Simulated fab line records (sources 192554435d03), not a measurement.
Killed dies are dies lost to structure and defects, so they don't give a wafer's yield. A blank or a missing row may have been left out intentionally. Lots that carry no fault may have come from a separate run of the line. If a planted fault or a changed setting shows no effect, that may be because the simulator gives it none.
Which of the tools did it?    flow n5-finfet    33 wafers from 11 lots sampled at 5 of the route's 1938 steps

== WHAT THE GAUGES SHOWED, per wafer ==
N5_BEOL_M4_INSPECT_59: inspects for defects (darkfield).
lot   measured      on                 raw-defect-count
L558  day 8 05:21   defect-inspect-02  104 58 88
L559  day 8 05:52   defect-inspect-02  58 59 48
L560  day 8 14:50   defect-inspect-01  81 82 105
L565  day 9 10:03   defect-inspect-02  45 70 50
L578  day 12 23:56  defect-inspect-02  47 81 63
L577  day 13 01:21  defect-inspect-01  87 47 56
L568  day 13 07:26  defect-inspect-01  77 43 309
L574  day 14 01:23  defect-inspect-01  94 58 67
L570  day 14 08:02  defect-inspect-02  43 307 149
L569  day 14 14:38  defect-inspect-01  88 68 70
L580  day 15 04:39  defect-inspect-02  55 80 98

== EACH LOT AND THE TOOL THAT RAN IT (in order: tool; ch and the chambers of the sampled wafers; start) ==
lot   N5_BEOL_M4_SPUTTER_94         N5_BEOL_M4_SPUTTER_96         N5_BEOL_M4_ANNEAL_51              N5_BEOL_M4_CMP_52
L558  pvd-sputter-02, day 8 03:58   pvd-sputter-02, day 8 04:11   rtp-anneal-01 ch 0, day 8 04:31   cmp-03 ch 2,3, day 8 04:46
L559  pvd-sputter-03, day 8 04:34   pvd-sputter-03, day 8 04:47   rtp-anneal-02 ch 0, day 8 05:04   cmp-04 ch 1,3, day 8 05:19
L560  pvd-sputter-01, day 8 13:28   pvd-sputter-01, day 8 13:41   rtp-anneal-01 ch 0, day 8 13:56   cmp-03 ch 1,2,3, day 8 14:19
L565  pvd-sputter-02, day 9 08:28   pvd-sputter-02, day 9 08:41   rtp-anneal-01 ch 0, day 9 08:58   cmp-04 ch 0,2,3, day 9 09:28
L578  pvd-sputter-02, day 12 22:20  pvd-sputter-02, day 12 22:33  rtp-anneal-02 ch 0, day 12 22:56  cmp-02 ch 0,2,3, day 12 23:28
L577  pvd-sputter-01, day 13 00:02  pvd-sputter-01, day 13 00:15  rtp-anneal-02 ch 0, day 13 00:32  cmp-02 ch 1,2, day 13 00:47
L568  pvd-sputter-01, day 13 06:07  pvd-sputter-01, day 13 06:20  rtp-anneal-01 ch 0, day 13 06:35  cmp-04 ch 0,1,2, day 13 06:54
L574  pvd-sputter-01, day 14 00:05  pvd-sputter-01, day 14 00:19  rtp-anneal-02 ch 0, day 14 00:30  cmp-03 ch 1,2,3, day 14 00:48
L570  pvd-sputter-02, day 14 06:44  pvd-sputter-02, day 14 06:58  rtp-anneal-01 ch 0, day 14 07:10  cmp-04 ch 1,2,3, day 14 07:27
L569  pvd-sputter-03, day 14 13:06  pvd-sputter-03, day 14 13:19  rtp-anneal-01 ch 0, day 14 13:37  cmp-03 ch 0,2,3, day 14 14:03
L580  pvd-sputter-01, day 15 02:08  pvd-sputter-01, day 15 02:21  rtp-anneal-01 ch 0, day 15 02:33  cmp-02 ch 1,2,3, day 15 03:35
- N5_BEOL_M4_SPUTTER_94: material Cu, target thk 4.5 nm, time 8.29 s.
- N5_BEOL_M4_SPUTTER_96: material Cu, target thk 4.5 nm, time 8.29 s.
- N5_BEOL_M4_ANNEAL_51: time 90 s.
- N5_BEOL_M4_CMP_52: polishes, stops on SiOC, t overpolish 6.8 s, target thk 40 nm.

== WHAT THE TOOLS THEMSELVES READ (means of the sampled wafers that have a number; where no wafer has one, the mark that the record gives instead) ==
N5_BEOL_M4_SPUTTER_94.
lot   tool            throttle-valve-pct (%)
L558  pvd-sputter-02  29.7
L559  pvd-sputter-03  28.7
L560  pvd-sputter-01  31.0
L565  pvd-sputter-02  28.9
L578  pvd-sputter-02  28.5
L577  pvd-sputter-01  30.1
L568  pvd-sputter-01  30.6
L574  pvd-sputter-01  30.6
L570  pvd-sputter-02  29.6
L569  pvd-sputter-03  30.2
L580  pvd-sputter-01  30.3

N5_BEOL_M4_SPUTTER_96.
lot   tool            throttle-valve-pct (%)
L558  pvd-sputter-02  29.6
L559  pvd-sputter-03  28.7
L560  pvd-sputter-01  30.9
L565  pvd-sputter-02  28.9
L578  pvd-sputter-02  28.7
L577  pvd-sputter-01  30.2
L568  pvd-sputter-01  30.6
L574  pvd-sputter-01  30.6
L570  pvd-sputter-02  29.5
L569  pvd-sputter-03  30.3
L580  pvd-sputter-01  30.3

N5_BEOL_M4_ANNEAL_51.
lot   tool           wafer_temp_C_max
L558  rtp-anneal-01  226.18
L559  rtp-anneal-02  226.37
L560  rtp-anneal-01  226.21
L565  rtp-anneal-01  226.16
L578  rtp-anneal-02  226.60
L577  rtp-anneal-02  226.22
L568  rtp-anneal-01  226.20
L574  rtp-anneal-02  226.35
L570  rtp-anneal-01  226.11
L569  rtp-anneal-01  225.98
L580  rtp-anneal-01  226.19

N5_BEOL_M4_CMP_52.
lot   tool    barrier-field-endpoint-s (s)  motor-current-A (A)  overpolish-run-s (s)  slurry-filter-dp-kPa (kPa)  time-to-endpoint-s (s)
L558  cmp-03  25.1                          6.4                  6.800                 13.45                       62.5
L559  cmp-04  25.1                          5.7                  6.796                 13.54                       63.1
L560  cmp-03  23.8                          6.6                  6.800                 13.43                       61.9
L565  cmp-04  25.2                          6.0                  6.803                 13.50                       65.3
L578  cmp-02  24.6                          5.9                  6.802                 13.50                       61.5
L577  cmp-02  25.0                          5.5                  6.800                 13.42                       61.8
L568  cmp-04  24.8                          6.2                  6.796                 13.47                       64.6
L574  cmp-03  24.9                          6.7                  6.797                 13.32                       64.2
L570  cmp-04  24.2                          6.1                  6.805                 13.49                       64.1
L569  cmp-03  24.7                          6.2                  6.803                 13.51                       62.7
L580  cmp-02  24.4                          6.1                  6.796                 13.46                       60.6

== THE ANSWER, worked out from the rows above alone ==
Rule: what is usual is taken from the lots themselves. The widest of any qualifying gaps counts: lots, ordered by their means at a reading, are off when they make up no more than a third of the lots, leave a main group of 4 or more, and stand apart from it by 3 or more times the standard deviation of that group's means. Not used: any main group whose means are identical at the precision the tables above print for the reading. A lot without any number at a reading at which 4 lots or more have one is off too. All remaining lots with rows at the step are treated as sound. First the gauges in route order, then the tools' own readings, where a lot's mean is used as printed above. The first step at which some lot is off is used, and at that step the reading that is off furthest; a lot without a number counts as furthest.
Off, at N5_BEOL_M4_INSPECT_59 on raw-defect-count: L568, L570. The main group has a mean of 71 with a standard deviation of 11.
If a tool, at a process step before that reading, ran all the lots that are off and no sound lot after the first of them, it fits. Those tools and the gauges at N5_BEOL_M4_INSPECT_59 are tried in the same way. One candidate fits, namely cmp-04 at N5_BEOL_M4_CMP_52. A fault onset in the window from L565 (day 9 09:28, its last sound lot) to L568 (day 13 06:54, its first lot off) fits.

== WHAT HAD BEEN PUT IN BY THE SIMULATOR ==
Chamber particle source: cmp-04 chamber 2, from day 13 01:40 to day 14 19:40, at N5_BEOL_M4_CMP_52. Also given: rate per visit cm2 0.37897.
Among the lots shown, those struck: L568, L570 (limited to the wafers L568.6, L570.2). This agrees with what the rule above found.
